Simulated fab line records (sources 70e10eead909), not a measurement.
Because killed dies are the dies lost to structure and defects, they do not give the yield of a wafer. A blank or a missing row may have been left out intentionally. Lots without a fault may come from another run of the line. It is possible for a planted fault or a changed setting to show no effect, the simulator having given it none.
Chamber matching	flow nand-harc	4 sister chambers for NHARC_P_M2_CMP_23 on cmp-02
The step polishes, t overpolish 20 s, target thk 144.3 nm. 8 wafers are shown with their chamber, then 8 later ones without.

WAFERS PAIRED WITH THEIR CHAMBERS
wafer	chamber	motor-current-A (A)	time-to-endpoint-s (s)
L081.3	3	13.3	29.2
L082.5	0	11.5	29.6
L086.1	3	13.2	25.7
L086.4	2	12.3	21.0
L086.6	0	10.7	27.1
L088.3	2	11.9	24.1
L088.5	1	10.1	25.7
L092.1	1	10.0	23.7

WAFERS WHOSE CHAMBER IS MISSING
wafer	motor-current-A (A)	time-to-endpoint-s (s)
L092.2	11.2	25.8
L092.5	10.3	25.5
L093.3	10.8	25.0
L093.5	11.9	23.6
L093.6	10.6	24.1
L094.1	12.9	28.4
L094.4	10.4	31.5
L094.5	10.8	31.3

CHAMBER TAKEN BY EACH
wafer	from the rows above	in truth
L092.2	can't be placed: 0 or 2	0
L092.5	can't be placed: 1 or 0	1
L093.3	can't be placed: 0 or 1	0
L093.5	2	2
L093.6	can't be placed: 1 or 0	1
L094.1	3	3
L094.4	can't be placed: 0 or 1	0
L094.5	0	0
Correctly placed: 3 of 8. Unplaceable from these rows: 5, with the true chamber sitting among the candidates in 5. Wrongly placed: 0.
How it was worked out, from the rows above alone: a wafer's distance from a chamber is the root of the sum, over the readings, of the square of ((its reading less the chamber's mean) divided by the reading's scatter). If the next closest chamber is less than 2 further off than the closest, the wafer can't be placed; otherwise it belongs to the closest. For every chamber, the mean is computed from those of its wafers that are shown. The scatter is the square root of a quotient: the sum, over the shown wafers, of each reading's squared deviation from its chamber's mean, divided by wafers minus chambers.
